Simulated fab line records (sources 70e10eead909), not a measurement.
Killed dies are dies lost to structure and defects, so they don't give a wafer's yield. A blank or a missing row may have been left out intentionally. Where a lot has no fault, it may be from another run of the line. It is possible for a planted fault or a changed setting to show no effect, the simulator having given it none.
Chamber matching | flow nandHarc | NHARC_P_M0_PRE_CLEAN_31 on pecvd-03 has 3 sister chambers
The step time 12 s. 14 wafers are shown with their chamber, then 7 later ones without.

== WAFERS, EACH WITH ITS CHAMBER ==
wafer  | chamber | heaterPowerW (W)
L082.2 | 0       | 693
L082.4 | 2       | 714
L082.6 | 1       | 686
L083.2 | 0       | 624
L083.3 | 1       | 678
L083.5 | 0       | 637
L084.1 | 2       | 698
L084.2 | 0       | 674
L084.3 | 1       | 624
L086.2 | 1       | 656
L086.4 | 2       | 696
L086.6 | 0       | 670
L089.2 | 2       | 690
L089.4 | 2       | 696

SIGNATURES (averages over the wafers above)
reading      | chamber 0 | chamber 1 | chamber 2 | scatter within a chamber
heaterPowerW | 659.60    | 661.00    | 698.80    | 23
Rule: for a wafer and a chamber, the distance is found by dividing, reading by reading, the gap between the wafer's reading and the chamber's mean by the reading's scatter, squaring, summing and taking the root. The wafer belongs to the nearest chamber; if the next one is less than 2 further off, it can't be placed. How the scatter is found: for the shown wafers, subtract from each reading the mean of its chamber, square and add these, divide the total by (wafers less chambers), then take the root.

== WAFERS WITHOUT THEIR CHAMBER ==
wafer  | heaterPowerW (W)
L089.5 | 659
L091.2 | 680
L091.3 | 722
L091.6 | 710
L096.4 | 718
L096.5 | 702
L096.6 | 672

== THE CHAMBER EACH PASSED THROUGH ==
wafer  | from the rows above          | in truth
L089.5 | can't be placed: 0 or 1 or 2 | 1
L091.2 | can't be placed: 2 or 1 or 0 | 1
L091.3 | can't be placed: 2 or 1 or 0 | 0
L091.6 | can't be placed: 2 or 1 or 0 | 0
L096.4 | can't be placed: 2 or 1 or 0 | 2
L096.5 | can't be placed: 2 or 1 or 0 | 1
L096.6 | can't be placed: 1 or 0 or 2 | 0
0 of 7 placed correctly. Unplaceable from these rows: 7, with the true chamber sitting among the candidates in 7. 0 placed wrongly.
